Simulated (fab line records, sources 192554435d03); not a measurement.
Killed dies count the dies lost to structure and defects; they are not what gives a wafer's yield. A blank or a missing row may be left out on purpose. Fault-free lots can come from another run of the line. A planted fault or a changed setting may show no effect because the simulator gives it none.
A struck lot beside a sound one || flow n5 finfet || 15 out of 1938 route steps
Sound: the wafers L556.1, L556.4, L556.6. Wafers struck: L576.4, L576.5, L576.6. The cause is named last.
Each step with rows lists, per side, the tool, then ch with its chambers, then its first start. Under that, the readings that differ: sound wafers || struck wafers || difference of the means || sigmas: that difference in standard deviations of wafers without a fault.
alike: words and numbers the same on both sides, and readings whose means are apart by under 2 such deviations; not compared: readings that were withheld, readings missing a value for some wafer, numbers with overlapping values and no deviation given by the record, and bounds like >300 which may hide the same value.
The two part at a step that has a row with sigmas, a row that says differs or no value, or rows on one side only. Non-overlapping numbers with no deviation appear without sigmas and do not part them. Lack of a reading on every wafer of one side parts them only where that side has two or more wafers.

first, 1 step without rows for these wafers: N5_SD_EPI_N_STRIP_36 (strips in N2/H2).
N5_SD_EPI_N_ETCHBACK_44: etches SiNx in CH3F/O2, stops on SiO2, target depth 14.5 nm.
  sound on rie diel-01 ch 0,2, day 3 03:16; struck on rie diel-01 ch 0,2,3, day 8 01:00
  alike: CH3F_flow_sccm, drypump motor current A, oes product au, rf vpp V, showerhead plenum p Torr, throttle valve pct
  not compared: rf hours counter h
N5_SD_EPI_N_ETCH_45: etches SiOCN in CH3F/O2, target depth 6 nm.
  sound on rie diel-01 ch 0,2, day 3 03:22; struck on rie diel-01 ch 0,2,3, day 8 01:06
  alike: CH3F_flow_sccm, drypump motor current A, oes product au, rf vpp V, showerhead plenum p Torr, throttle valve pct
  not compared: rf hours counter h
N5_SD_EPI_N_ETCH_16: etches SiO2 in CHF3/O2, target depth 5 nm.
  sound on rie diel-01 ch 0,2, day 3 03:28; struck on rie diel-01 ch 0,2,3, day 8 01:10
  alike: drypump motor current A, oes product au, rf vpp V, showerhead plenum p Torr, throttle valve pct
  not compared: rf hours counter h
then, 1 step without rows for these wafers: N5_SD_EPI_N_STRIP_47 (strips in CHF3/O2).
N5_SD_EPI_N_SD_RECESS_17: chemistry HBr/Cl2/O2, target depth 41 nm, time 23.7 s, bt time 3 s.
  sound on rie si-05 ch 0,1,3, day 3 03:33; struck on rie si-03 ch 2,3, day 8 01:13
  alike: drypump motor current A, oes product au, throttle valve pct
  not compared: rf hours counter h
N5_SD_EPI_N_STRIP_38: strips in N2/H2.
  sound on plasma asher-02 ch 0,1, day 3 03:38; struck on plasma asher-02 ch 0,1, day 8 01:20
  alike: drypump motor current A, heater power w, oes product au
  not compared: rf hours counter h
then, 5 steps without rows for these wafers: N5_SD_EPI_N_WET_ETCH_43 (etches SiO2 in dHF, time 14 s, target depth 1.5 nm); N5_SD_EPI_N_STRIP_18 (strips in SPM, time 750 s); N5_SD_EPI_N_SRD_20 (time 30 s); N5_SD_EPI_N_PRECLEAN_48 (cleans in NF3:NH3, afs cycles 2, time 20 s, sublimation time 60 s); N5_SD_EPI_N_VAPOR_ETCH_50 (etches Si in HCl, time 54 s).
N5_SD_EPI_N_EPI_21: deposits Si:P, time 690 s.
  sound on epi rpcvd-03 ch 0, day 3 04:43; struck on epi rpcvd-02 ch 0, day 8 03:23
N5_SD_EPI_N_EPI_MEAS_23:
  sound: film metro-02 at day 3 06:59; struck: film metro-01 at day 8 04:34
{"reading": "thk nm (nm)", "sound": "58.1 58.2 58.7", "struck": "54.6 54.0 53.2", "difference": -4.4, "sigmas": -4}
then, 1 step without rows for these wafers: N5_SD_EPI_N_PRECLEAN_24 (cleans in O3/DIW, time 60 s).

## WHERE THEY PART
Only at N5_SD_EPI_N_EPI_MEAS_23, as far as this record shows.

WHY: what the simulator had put in
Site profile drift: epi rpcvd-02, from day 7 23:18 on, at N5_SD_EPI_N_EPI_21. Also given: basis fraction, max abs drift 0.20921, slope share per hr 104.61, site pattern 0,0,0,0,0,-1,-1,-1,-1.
